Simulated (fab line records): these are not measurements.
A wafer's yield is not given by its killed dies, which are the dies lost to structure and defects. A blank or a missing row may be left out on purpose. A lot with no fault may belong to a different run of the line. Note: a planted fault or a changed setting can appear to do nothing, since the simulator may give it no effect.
Chamber matching || flow n5_finfet || 4 sister chambers for N5_BEOL_M0_SAQP_DESCUM_19 on rie_diel-05
The step chemistry O2, time 7.9 s. 16 wafers are shown with their chamber, then 8 later ones without.

== WAFERS, EACH WITH ITS CHAMBER ==
{"wafer": "L078.1", "chamber": 2, "drypump_motor_current_A (A)": 5.34, "oes_product_au (a.u.)": 0.74, "showerhead_plenum_p_Torr (Torr)": 2.05}
{"wafer": "L078.2", "chamber": 1, "drypump_motor_current_A (A)": 5.78, "oes_product_au (a.u.)": 0.74, "showerhead_plenum_p_Torr (Torr)": 2.19}
{"wafer": "L078.3", "chamber": 3, "drypump_motor_current_A (A)": 5.97, "oes_product_au (a.u.)": 0.84, "showerhead_plenum_p_Torr (Torr)": 2.14}
{"wafer": "L078.4", "chamber": 0, "drypump_motor_current_A (A)": 5.50, "oes_product_au (a.u.)": 1.05, "showerhead_plenum_p_Torr (Torr)": 2.12}
{"wafer": "L078.5", "chamber": 1, "drypump_motor_current_A (A)": 5.74, "oes_product_au (a.u.)": 0.74, "showerhead_plenum_p_Torr (Torr)": 2.19}
{"wafer": "L078.6", "chamber": 2, "drypump_motor_current_A (A)": 5.34, "oes_product_au (a.u.)": 0.74, "showerhead_plenum_p_Torr (Torr)": 2.05}
{"wafer": "L079.1", "chamber": 2, "drypump_motor_current_A (A)": 5.32, "oes_product_au (a.u.)": 0.75, "showerhead_plenum_p_Torr (Torr)": 2.05}
{"wafer": "L079.3", "chamber": 1, "drypump_motor_current_A (A)": 5.77, "oes_product_au (a.u.)": 0.75, "showerhead_plenum_p_Torr (Torr)": 2.18}
{"wafer": "L079.6", "chamber": 0, "drypump_motor_current_A (A)": 5.49, "oes_product_au (a.u.)": 1.02, "showerhead_plenum_p_Torr (Torr)": 2.12}
{"wafer": "L080.1", "chamber": 2, "drypump_motor_current_A (A)": 5.33, "oes_product_au (a.u.)": 0.75, "showerhead_plenum_p_Torr (Torr)": 2.05}
{"wafer": "L080.2", "chamber": 3, "drypump_motor_current_A (A)": 6.00, "oes_product_au (a.u.)": 0.84, "showerhead_plenum_p_Torr (Torr)": 2.13}
{"wafer": "L080.6", "chamber": 3, "drypump_motor_current_A (A)": 5.98, "oes_product_au (a.u.)": 0.84, "showerhead_plenum_p_Torr (Torr)": 2.13}
{"wafer": "L082.2", "chamber": 0, "drypump_motor_current_A (A)": 5.50, "oes_product_au (a.u.)": 1.01, "showerhead_plenum_p_Torr (Torr)": 2.11}
{"wafer": "L082.4", "chamber": 1, "drypump_motor_current_A (A)": 5.78, "oes_product_au (a.u.)": 0.74, "showerhead_plenum_p_Torr (Torr)": 2.18}
{"wafer": "L082.5", "chamber": 1, "drypump_motor_current_A (A)": 5.78, "oes_product_au (a.u.)": 0.73, "showerhead_plenum_p_Torr (Torr)": 2.18}
{"wafer": "L088.1", "chamber": 1, "drypump_motor_current_A (A)": 5.73, "oes_product_au (a.u.)": 0.74, "showerhead_plenum_p_Torr (Torr)": 2.18}

SIGNATURES, as means of the wafers listed above
{"reading": "drypump_motor_current_A", "chamber 0": 5.4967, "chamber 1": 5.7633, "chamber 2": 5.3325, "chamber 3": 5.9833, "scatter within a chamber": 0.0167}
{"reading": "oes_product_au", "chamber 0": 1.0267, "chamber 1": 0.7400, "chamber 2": 0.7450, "chamber 3": 0.8400, "scatter within a chamber": 0.00986}
{"reading": "showerhead_plenum_p_Torr", "chamber 0": 2.1167, "chamber 1": 2.1833, "chamber 2": 2.0500, "chamber 3": 2.1333, "scatter within a chamber": 0.00471}
Rule: a wafer's distance from a chamber is the root of the sum, over the readings, of the square of ((its reading less the chamber's mean) divided by the reading's scatter). If the next closest chamber is less than 2 further off than the closest, the wafer can't be placed; otherwise it belongs to the closest. How the scatter is found: for the shown wafers, subtract from each reading the mean of its chamber, square and add these, divide the total by (wafers less chambers), then take the root.

== WAFERS MISSING THEIR CHAMBER ==
{"wafer": "L088.2", "drypump_motor_current_A (A)": 5.97, "oes_product_au (a.u.)": 0.82, "showerhead_plenum_p_Torr (Torr)": 2.13}
{"wafer": "L088.3", "drypump_motor_current_A (A)": 5.33, "oes_product_au (a.u.)": 0.72, "showerhead_plenum_p_Torr (Torr)": 2.05}
{"wafer": "L088.4", "drypump_motor_current_A (A)": 5.48, "oes_product_au (a.u.)": 0.96, "showerhead_plenum_p_Torr (Torr)": 2.11}
{"wafer": "L088.5", "drypump_motor_current_A (A)": 5.75, "oes_product_au (a.u.)": 0.73, "showerhead_plenum_p_Torr (Torr)": 2.18}
{"wafer": "L088.6", "drypump_motor_current_A (A)": 5.32, "oes_product_au (a.u.)": 0.72, "showerhead_plenum_p_Torr (Torr)": 2.05}
{"wafer": "L092.1", "drypump_motor_current_A (A)": 5.79, "oes_product_au (a.u.)": 0.73, "showerhead_plenum_p_Torr (Torr)": 2.18}
{"wafer": "L092.3", "drypump_motor_current_A (A)": 5.33, "oes_product_au (a.u.)": 0.72, "showerhead_plenum_p_Torr (Torr)": 2.04}
{"wafer": "L092.4", "drypump_motor_current_A (A)": 5.50, "oes_product_au (a.u.)": 0.94, "showerhead_plenum_p_Torr (Torr)": 2.11}

== WHICH CHAMBER EACH WENT THROUGH ==
{"wafer": "L088.2", "from the rows above": 3, "in truth": 3}
{"wafer": "L088.3", "from the rows above": 2, "in truth": 2}
{"wafer": "L088.4", "from the rows above": 0, "in truth": 0}
{"wafer": "L088.5", "from the rows above": 1, "in truth": 1}
{"wafer": "L088.6", "from the rows above": 2, "in truth": 2}
{"wafer": "L092.1", "from the rows above": 1, "in truth": 1}
{"wafer": "L092.3", "from the rows above": 2, "in truth": 2}
{"wafer": "L092.4", "from the rows above": 0, "in truth": 0}
Correct placement for 8 of the 8. Can't be placed from these rows: 0. Number placed wrongly: 0.
